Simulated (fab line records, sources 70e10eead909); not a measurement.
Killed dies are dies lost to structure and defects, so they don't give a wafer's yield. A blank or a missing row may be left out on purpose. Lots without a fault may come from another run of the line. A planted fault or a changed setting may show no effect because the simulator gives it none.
Chamber matching | flow nand_harc | NHARC_P_M0_DEP_32 on pecvd-03: 3 sister chambers
The step deposits SiCN, target thk 30 nm. 6 wafers are shown with their chamber, then 7 later ones without.

WAFERS WITH THEIR CHAMBER
wafer  | chamber | showerhead_vpp_V (V) | heater_power_w (W)
L084.2 | 0       | 1224                 | 623
L084.3 | 1       | 1396                 | 649
L086.2 | 1       | 1423                 | 553
L086.6 | 0       | 1204                 | 596
L089.2 | 2       | 1248                 | 640
L089.4 | 2       | 1236                 | 631

WAFERS WITHOUT THEIR CHAMBER
wafer  | showerhead_vpp_V (V) | heater_power_w (W)
L089.5 | 1422                 | 617
L091.2 | 1440                 | 611
L091.3 | 1199                 | 630
L091.6 | 1209                 | 624
L096.4 | 1245                 | 661
L096.5 | 1387                 | 672
L096.6 | 1207                 | 601

WHICH CHAMBER EACH WENT THROUGH
wafer  | from the rows above     | in truth
L089.5 | 1                       | 1
L091.2 | 1                       | 1
L091.3 | can't be placed: 0 or 2 | 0
L091.6 | can't be placed: 0 or 2 | 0
L096.4 | can't be placed: 2 or 0 | 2
L096.5 | 1                       | 1
L096.6 | 0                       | 0
Placed correctly: 4 of 7. Can't be placed from these rows: 3 (the true chamber is among the candidates in 3). Placed wrongly: 0.
How it was worked out, from the rows above alone: a wafer's distance from a chamber is the root of the sum, over the readings, of the square of ((its reading less the chamber's mean) divided by the reading's scatter). The wafer belongs to the nearest chamber; if the next one is less than 2 further off, it can't be placed. A chamber's mean is the mean of its shown wafers. The scatter: the root of (the sum of the squares of (reading less its chamber's mean) over the shown wafers, divided by (wafers less chambers)).
